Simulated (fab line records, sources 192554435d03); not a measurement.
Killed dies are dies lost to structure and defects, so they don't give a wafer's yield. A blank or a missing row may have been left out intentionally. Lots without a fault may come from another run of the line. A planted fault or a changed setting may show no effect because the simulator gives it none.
2 desks looking at one fault + flow n5Finfet + each desk has only its own numbers; what lay behind them comes last

== AT THE METROLOGY DESK ==
What the gauges read, lot by lot, whatever tool the lot ran on: means of the sampled wafers that have a number. If a lot's mean is further than 4 standard deviations from the usual mean, the lot is out of limits and carries the mark OUT (the distance appears in the brackets). 7 of its 15 readings are shown: the first one out of limits and those lying furthest out on some lot.
Columns: A = thkNm at N5_SD_EPI_P_EPI_MEAS_23, usual 61.0 nm; B = RS_SD_P at N5_SD_ACTIVATION_RS_MEAS_03, usual 56.1 ohm/sq; C = DIBL_P at N5_BEOL_M4_RC_MEAS_101, usual 37.1 mV/V; D = IOFF_P at N5_BEOL_M4_RC_MEAS_101, usual 0.22 nA/um; E = ION_P at N5_BEOL_M4_RC_MEAS_101, usual 466 uA/um; F = REXT_P at N5_BEOL_M4_RC_MEAS_101, usual 99.7 ohm.um; G = RS_SD_P at N5_BEOL_M4_RC_MEAS_101, usual 66.0 ohm/sq
| lot  | first seen here | A               | B              | C    | D    | E   | F     | G              |
|------|-----------------|-----------------|----------------|------|------|-----|-------|----------------|
| L178 | day 3 20:50     | 61.0            | 55.6           | 38.8 | 0.27 | 470 | 97.6  | 65.5           |
| L183 | day 5 00:01     | 59.4            | 57.3           | 37.1 | 0.22 | 467 | 104.0 | 67.5           |
| L185 | day 5 11:02     | 61.9            | 55.6           | 38.1 | 0.22 | 463 | 100.3 | 66.1           |
| L188 | day 6 05:19     | 61.2            | 55.9           | 33.3 | 0.17 | 458 | 97.0  | 65.3           |
| L189 | day 6 09:23     | 60.9            | 55.8           | 40.0 | 0.26 | 464 | 98.7  | 65.4           |
| L191 | day 6 22:10     | 70.8 (+7.6) OUT | 44.2 (-15) OUT | 37.0 | 0.28 | 475 | 92.5  | 52.2 (-15) OUT |
| L193 | day 7 09:25     | 69.7 (+6.7) OUT | 46.0 (-12) OUT | 38.0 | 0.27 | 482 | 91.8  | 53.9 (-13) OUT |
| L200 | day 9 02:00     | 59.7            | 56.7           | 36.8 | 0.22 | 464 | 99.3  | 66.7           |
This desk's finding: out of limits on L191, L193; first on L191, day 6 22:10 (thkNm at N5_SD_EPI_P_EPI_MEAS_23). In limits: L178, L183, L185, L188, L189, L200.

== FOR THE TOOL OWNER'S DESK: epiRpcvd-03 ==
The tool's own readings at N5_SD_EPI_P_EPI_21 (deposits SiGe:B, time 355 s): means of the sampled wafers that have a number, for each lot that ran on this tool. If a lot's mean is further than 4 standard deviations from the usual mean, the lot is out of limits and carries the mark OUT (the distance appears in the brackets).
Columns: A = chamberPressureTorr at N5_SD_EPI_P_EPI_21, usual 20.00 Torr
| lot  | first seen here | A                       |
|------|-----------------|-------------------------|
| L178 | day 3 18:39     | 20.00                   |
| L183 | day 4 21:34     | 20.00                   |
| L185 | day 5 08:51     | 20.05                   |
| L189 | day 6 07:54     | 20.00                   |
| L191 | day 6 20:41     | 28.00 (+99 or more) OUT |
| L193 | day 7 07:34     | 28.02 (+99 or more) OUT |
This desk's finding: out of limits on L191, L193; first on L191, day 6 20:41 (chamberPressureTorr at N5_SD_EPI_P_EPI_21). In limits: L178, L183, L185, L189.

== TAKEN TOGETHER ==
The tool owner's desk could have raised an alarm at day 6 20:41, on L191, L193.
An alarm was possible from the metrology desk at day 6 22:10, on L191, L193.
Every lot named ran N5_SD_EPI_P_EPI_21 on epiRpcvd-03.

== WHAT THE SIMULATOR HAD PUT IN ==
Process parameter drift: epiRpcvd-03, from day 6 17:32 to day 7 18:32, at N5_SD_EPI_P_EPI_21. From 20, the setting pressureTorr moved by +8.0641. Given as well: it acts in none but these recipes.
Lots struck among those shown: L191, L193.
Fault start to first reading out of limits, in hours, per desk: tool owner, 3; metrology, 5.
